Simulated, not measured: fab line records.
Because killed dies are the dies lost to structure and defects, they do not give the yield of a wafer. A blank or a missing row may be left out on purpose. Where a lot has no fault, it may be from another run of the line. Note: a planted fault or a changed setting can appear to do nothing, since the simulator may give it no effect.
Comparing a struck lot with a sound one ; flow n5-finfet ; 15 steps out of a route of 1938
Sound: the wafers L964.2, L964.4, L964.6. Struck: wafer L974.6; the same lot's L974.5 was not struck, so it is left out; see the end for the cause.
Per side, at each step with rows, come the tool, then ch with its chambers, and then its first start. Under that, the readings that differ: sound wafers ; struck wafers ; difference of the means ; sigmas: that difference in standard deviations of wafers without a fault.
alike: a reading whose means differ by less than 2 such deviations, as well as words and numbers matching on both sides. not compared: withheld readings; readings where some wafer has no value; bounds like >300 that might hide an equal value; numbers whose values overlap and for which the record gives no deviation.
The two part at a step that has a row with sigmas, a row that says differs or no value, or rows on one side only. Numbers that have no deviation but don't overlap get no sigmas and don't part them. A reading that every wafer of one side lacks parts them only if that side has two wafers or more.

N5_BEOL_M11_VIA_ETCH_34: etches SiCOH lowk in C4F6/O2, target depth 184.5 nm, time 69.2 s.
  sound on rie-diel-02 ch 0,1,2, day 12 19:01; struck on rie-diel-02 ch 2, day 15 07:39
reading;sound;struck;difference;sigmas
mfc-ar-sccm (sccm);301.1 300.5 300.5;298.7;-2.0;-2
  alike: O2_flow_sccm, bias-w, drypump-motor-current-A, oes_ar_750_au, oes-product-au, rf-vpp-V, showerhead-plenum-p-Torr, throttle-valve-pct
  not compared: rf-hours-counter-h
then, 1 step without rows for these wafers: N5_BEOL_M11_STRIP_73 (strips in C4F6/O2).
N5_BEOL_M11_STRIP_36: strips in N2/H2.
  sound on rie-diel-02 ch 0,1,2, day 12 19:05; struck on rie-diel-02 ch 2, day 15 07:43
  alike: drypump-motor-current-A, oes-product-au, rf-vpp-V, showerhead-plenum-p-Torr, throttle-valve-pct
  not compared: rf-hours-counter-h
N5_BEOL_M11_TRENCH_ETCH_37: etches SiCOH lowk in C4F6/O2, target depth 148.83 nm, time 48 s.
  sound: rie-diel-02 ch 0,1,2; struck: rie-diel-02 ch 2
  alike: O2_flow_sccm, bias-w, drypump-motor-current-A, mfc-ar-sccm, oes_ar_750_au, oes-product-au, rf-vpp-V, showerhead-plenum-p-Torr, throttle-valve-pct
  not compared: rf-hours-counter-h
then, 1 step without rows for these wafers: N5_BEOL_M11_ETCH_41 (etches SiCN in CH3F/O2, target depth 42.6 nm, time 86 s).
N5_BEOL_M11_STRIP_77: strips in N2/H2, time 10 s.
  sound: rie-diel-02 ch 0,1,2; struck: rie-diel-02 ch 2
  alike: drypump-motor-current-A, oes-product-au, rf-vpp-V, showerhead-plenum-p-Torr, throttle-valve-pct
  not compared: rf-hours-counter-h
N5_BEOL_M11_OCD_MEAS_38:
  sound: ocd-01 at day 12 19:19; struck: ocd-02 at day 15 07:55
  alike: trench-depth-nm
then, 4 steps without rows for these wafers: N5_BEOL_M11_HM_STRIP_39 (strips TiN in peroxide tin strip, target depth 25 nm, time 158 s); N5_BEOL_M11_SRD_40 (time 30 s); N5_BEOL_M11_PRECLEAN_42 (cleans in residue remover, time 60 s); N5_BEOL_M11_SRD_43 (time 30 s).
N5_BEOL_M11_CD_MEAS_35: the cd target is 70 nm.
  sound: cd-sem-02 at day 12 19:28; struck: cd-sem-01 at day 15 08:07
  alike: cd-nm
N5_BEOL_M11_CURE_72: cures SiCOH lowk, time 120 s.
  sound on uv-cure-03 ch 2, day 12 19:33; struck on uv-cure-03 ch 1, day 15 08:21
reading;sound;struck;difference;sigmas
lamp-power-pct (%);52.29 52.25 52.38;51.16;-1.15;-21
run-length-s (s);178.5 177.8 178.4;152.4;-25.8;-18
  alike: wafer_temp_C_max
N5_BEOL_M11_DEGAS_44: time 60 s.
  sound: pvd-sputter-01 at day 12 19:55; struck: pvd-sputter-02 at day 15 08:33
  alike: heater-power-w
N5_PASSIVATION_PROBE_49:
  the record has rows for the sound wafers here (prober-01, day 14 17:53) and none for the struck ones

## WHERE THEY PART
Earliest at N5_BEOL_M11_VIA_ETCH_34; latest, in this record, at N5_PASSIVATION_PROBE_49.

WHY: the cause the simulator had injected
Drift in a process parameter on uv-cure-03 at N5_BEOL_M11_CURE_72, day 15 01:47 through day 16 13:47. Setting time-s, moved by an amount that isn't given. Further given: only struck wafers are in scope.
